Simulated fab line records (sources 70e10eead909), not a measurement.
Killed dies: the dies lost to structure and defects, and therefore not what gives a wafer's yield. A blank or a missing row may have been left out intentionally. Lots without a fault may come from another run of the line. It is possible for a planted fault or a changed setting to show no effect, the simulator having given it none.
Problem report, 8D (eight disciplines) form, completed by code | flow nand-harc | the parts of the form that need people (team, actions taken, sign-off) are left out

1. WHAT WENT WRONG
At NHARC_A_SLIT_OVL_MEAS_10, overlay-x-nm averages 12.0 nm over 6 wafers from 2 lots, while fault-free wafers read 0.1 nm, standard deviation 0.83. Measured from the usual mean, that is +14 standard deviations.
The first sign was on wafer L158.3 at day 24 09:41, on overlay-01. The record has a number at this step for 36 wafers belonging to 12 lots. Rule for "out" (also "out of limits"): further than 4 standard deviations from the usual mean. The other wafers with a number count as sound.

2. WHAT IT IS, WHAT IT ISN'T
question                    | is                     | is not
which readings at this step | overlay-x-nm           | -
which lots                  | L158, L159             | L147, L150, L151, L154, L163, L164, L165, L166, L168, L169
which wafers of those lots  | all that have a number | -
read on which gauges        | overlay-01, overlay-02 | -
when                        | from day 24 09:41      | up to then (12 sound wafers); but 18 sound wafers of L163, L164, L165, L166, L168, L169 came after

3. WHAT RULES OUT EACH SUSPECT
Counting: any tool at a process step up to the reading is kept as a suspect provided that every lot that is out went through it and no sound lot did after the first of them.
- the gauge at NHARC_A_SLIT_OVL_MEAS_10 has been ruled out. 2 gauges (overlay-01, overlay-02) read the wafers that are out.
- arfi-scanner-03 at NHARC_A_SLIT_EXPOSE_06 (exposes mask SLIT): kept. Every lot that is out went through it, starting with L158 (day 24 09:28), and after that it ran no sound lot; the last sound lot it ran before then is L150 (day 21 02:28).
Remaining after the count: arfi-scanner-03 at NHARC_A_SLIT_EXPOSE_06.

4. THE CAUSE (what the simulator had put in)
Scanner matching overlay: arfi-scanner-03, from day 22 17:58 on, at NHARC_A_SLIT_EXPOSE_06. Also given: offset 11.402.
The count eliminated every tool but this one.

5. THE EFFECT CHAIN, in route order
One row per reading whose mean, taken over the struck wafers that have a number, lies over 3 standard deviations from the usual. Scope: only readings with a usual standard deviation given in the record; hours: median across lots of the time from each lot's start at the first step in this table that gives one to its start at this step; sigmas: change in usual standard deviations.
hours | step                     | reading      | usual  | on struck wafers | change | sigmas
0     | NHARC_A_SLIT_OVL_MEAS_10 | overlay-x-nm | 0.1 nm | 12.0             | +11.9  | +14
Later measuring or inspecting steps at which every struck wafer that the step has a row for has a number for every such reading, and none has moved that far: NHARC_A_SLIT_INSPECT_11.

6. WHAT WOULD HAVE CAUGHT IT SOONER
Counted from the fault's start at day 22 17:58, it took 40 hours until the first out-of-limits reading at a measuring or inspecting step in this record, taken at day 24 09:41.
Lots out: 2; of these, L159 started NHARC_A_SLIT_EXPOSE_06 on arfi-scanner-03 after day 24 09:41. Had the tool been put on hold then, it would have been spared.
